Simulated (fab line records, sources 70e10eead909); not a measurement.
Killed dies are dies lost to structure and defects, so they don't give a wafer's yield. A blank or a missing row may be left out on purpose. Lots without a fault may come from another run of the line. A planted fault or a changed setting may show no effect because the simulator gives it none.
A struck lot beside a sound one | flow nand_harc | 14 steps out of a route of 1302
Sound: wafers L530.4, L530.5, L530.6. Struck: wafers L537.1, L537.5, L537.6. The cause comes at the end.
At each step with rows: each side's tool, then ch and its chambers, then its first start. Under that, the readings that differ: sound wafers | struck wafers | difference of the means | sigmas: that difference in standard deviations of wafers without a fault.
alike: readings whose means differ by less than 2 such deviations, and words and numbers that are the same on both sides. not compared: withheld readings, readings that some wafer has no value for, bounds like >300 that may hide the same value, and numbers for which the record gives no deviation and whose values overlap.
The two part at a step that has a row with sigmas, a row that says differs or no value, or rows on one side only. Numbers that don't overlap but have no deviation are shown without sigmas and don't part them. A reading that every wafer of one side lacks parts them only if that side has two wafers or more.

NHARC_A_BLC_CVD_24: deposits W, target thk 150 nm, time 434 s.
  sound on cvd_w-01 ch 0,1; struck on cvd_w-01 ch 0,1
  alike: heater_power_w, mfc_ar_sccm, throttle_valve_pct
NHARC_A_BLC_CMP_25: polishes, t overpolish 30 s, target thk 150 nm.
  sound on cmp-04 ch 0,1,3, day 23 12:27; struck on cmp-01 ch 0,2,3, day 27 01:29
  alike: motor_current_A, overpolish_run_s, retaining_ring_pressure_frac, time_to_endpoint_s
then, 1 step without rows for these wafers: NHARC_A_BLC_SRD_27.
NHARC_A_BLC_INSPECT_28:
  sound on defect_inspect-02, day 23 12:47; struck on defect_inspect-02, day 27 01:48
  alike: raw_defect_count
then, 7 steps without rows for these wafers: NHARC_A_M0_DEP_00 (deposits SiOC, target thk 150 nm); NHARC_A_M0_DEHYDRATE_01 (time 120 s); NHARC_A_M0_HMDS_02 (time 30 s); NHARC_A_M0_COAT_33 (time 65 s); NHARC_A_M0_COAT_03 (resist thk 90 nm); NHARC_A_M0_SOFTBAKE_04 (time 55 s); NHARC_A_M0_EBR_05.
NHARC_A_M0_EXPOSE_06: exposes mask A M0, target cd 80 nm.
  sound on arfi_scanner-02 ch 0, day 23 13:34; struck on arfi_scanner-03 ch 0, day 27 02:34
  reading              | sound             | struck            | difference | sigmas
  exposure_dose_mJ_cm2 | 83.13 83.18 83.09 | 82.42 82.36 82.50 | -0.71      | -8
  alike: mask
then, 1 step without rows for these wafers: NHARC_A_M0_PEB_07 (peb time 65 s).
NHARC_END_SORT_01:
  sound on prober-02 ch 0, day 25 08:04; struck on prober-01 ch 0, day 28 20:16
  alike: defect_limited_yield, killed_at_array, killed_at_other, killed_at_periphery, killed_dies, killed_open, killed_short, sort_bin_2_pct, sort_bin_3_pct, sort_bin_4_pct, sort_n_pass, sort_rim_yield_pct, sort_yield_pct

WHERE THEY PART
Only at NHARC_A_M0_EXPOSE_06, within this record. Later steps at which nothing parts them and some readings are alike: NHARC_END_SORT_01.

WHY: what the simulator had put in
Process parameter drift: arfi_scanner-03, from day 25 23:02 on, at NHARC_A_M0_EXPOSE_06. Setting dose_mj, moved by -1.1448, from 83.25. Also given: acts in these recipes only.
